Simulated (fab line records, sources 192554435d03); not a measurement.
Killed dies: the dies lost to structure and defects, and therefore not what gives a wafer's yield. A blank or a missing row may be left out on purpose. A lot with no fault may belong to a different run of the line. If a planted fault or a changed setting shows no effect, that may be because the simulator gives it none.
Chamber matching | flow n5Finfet | uvCure-01 running N5_BEOL_M5_CURE_80: 3 sister chambers
The step cures SiCOH lowk, time 120 s. 6 wafers are shown with their chamber, then 11 later ones without.

== EACH WAFER AND ITS CHAMBER ==
wafer  | chamber | wafer_temp_C_max | lampPowerPct (%)
L081.5 | 0       | 370.8            | 52.39
L086.4 | 1       | 372.4            | 52.27
L086.5 | 1       | 372.7            | 52.28
L088.4 | 2       | 371.1            | 52.20
L088.6 | 2       | 371.1            | 52.33
L089.3 | 0       | 371.6            | 52.30

== WAFERS WITHOUT THEIR CHAMBER ==
wafer  | wafer_temp_C_max | lampPowerPct (%)
L089.4 | 371.3            | 52.33
L089.6 | 371.4            | 52.24
L093.1 | 371.3            | 52.33
L093.2 | 371.4            | 52.30
L093.5 | 371.2            | 52.27
L092.2 | 371.1            | 52.35
L092.4 | 370.9            | 52.35
L092.6 | 371.3            | 52.22
L097.2 | 370.7            | 52.36
L097.4 | 371.1            | 52.27
L097.6 | 371.1            | 52.23

== WHICH CHAMBER EACH WENT THROUGH ==
wafer  | from the rows above     | in truth
L089.4 | can't be placed: 0 or 2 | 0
L089.6 | can't be placed: 2 or 0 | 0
L093.1 | can't be placed: 0 or 2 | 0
L093.2 | can't be placed: 0 or 2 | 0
L093.5 | can't be placed: 2 or 0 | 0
L092.2 | can't be placed: 0 or 2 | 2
L092.4 | can't be placed: 0 or 2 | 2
L092.6 | can't be placed: 2 or 0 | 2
L097.2 | can't be placed: 0 or 2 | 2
L097.4 | can't be placed: 2 or 0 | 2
L097.6 | can't be placed: 2 or 0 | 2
Correctly placed: 0 of 11. Unplaceable from these rows: 11, with the true chamber sitting among the candidates in 11. Wrongly placed: 0.
How it was worked out, from the rows above alone: a wafer's distance from a chamber is the root of the sum, over the readings, of the square of ((its reading less the chamber's mean) divided by the reading's scatter). If the next closest chamber is less than 2 further off than the closest, the wafer can't be placed; otherwise it belongs to the closest. A chamber's mean is the mean of its shown wafers. The scatter: take each reading less its chamber's mean, square it, sum over the shown wafers, divide by the number of wafers less the number of chambers, and take the root.
